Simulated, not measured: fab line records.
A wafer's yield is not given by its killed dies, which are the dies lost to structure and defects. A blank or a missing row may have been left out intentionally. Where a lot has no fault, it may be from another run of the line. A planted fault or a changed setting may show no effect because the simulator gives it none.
Matching of chambers    flow n5 finfet    uv cure-03 running N5_BEOL_M11_CURE_71: 3 sister chambers
The step cures SiCOH lowk, time 240 s. 16 wafers are shown with their chamber, then 8 later ones without.

== EACH WAFER AND ITS CHAMBER ==
wafer   chamber  wafer_temp_C_max  lamp power pct (%)
L076.3  1        386.2             52.29
L076.5  1        386.7             52.27
L076.6  1        386.6             52.21
L080.3  2        387.1             52.33
L080.4  2        387.2             52.30
L080.5  2        387.0             52.33
L078.1  1        386.6             52.32
L078.2  1        386.7             52.33
L078.6  1        386.7             52.30
L084.1  2        386.8             52.38
L084.3  2        386.8             52.27
L084.5  2        386.6             52.33
L092.2  0        388.1             52.37
L092.4  0        387.2             52.36
L092.5  0        386.7             52.27
L091.2  1        386.5             52.37

SIGNATURES (means of the wafers above)
reading           chamber 0  chamber 1  chamber 2  scatter within a chamber
wafer_temp_C_max  387.333    386.571    386.917    0.334
lamp power pct    52.3333    52.2986    52.3233    0.0465
Rule: distance of a wafer from a chamber = root of the sum over the readings of ((wafer's reading minus chamber's mean) / reading's scatter) squared. If the next closest chamber is less than 2 further off than the closest, the wafer can't be placed; otherwise it belongs to the closest. The scatter: the root of (the sum of the squares of (reading less its chamber's mean) over the shown wafers, divided by (wafers less chambers)).

== WAFERS WHOSE CHAMBER IS MISSING ==
wafer   wafer_temp_C_max  lamp power pct (%)
L091.4  386.9             52.29
L091.6  386.8             52.33
L094.3  386.3             52.25
L094.4  386.4             52.28
L094.6  386.7             52.35
L093.2  386.7             52.25
L093.3  386.7             52.26
L093.4  386.7             52.37

== CHAMBER TAKEN BY EACH ==
wafer   from the rows above           in truth
L091.4  can't be placed: 2 or 1 or 0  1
L091.6  can't be placed: 2 or 1 or 0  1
L094.3  can't be placed: 1 or 2       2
L094.4  can't be placed: 1 or 2       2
L094.6  can't be placed: 2 or 1 or 0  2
L093.2  can't be placed: 1 or 2 or 0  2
L093.3  can't be placed: 1 or 2 or 0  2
L093.4  can't be placed: 2 or 1 or 0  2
Correctly placed: 0 of 8. These rows do not allow placing 8 (true chamber among the candidates in 8). Number placed wrongly: 0.
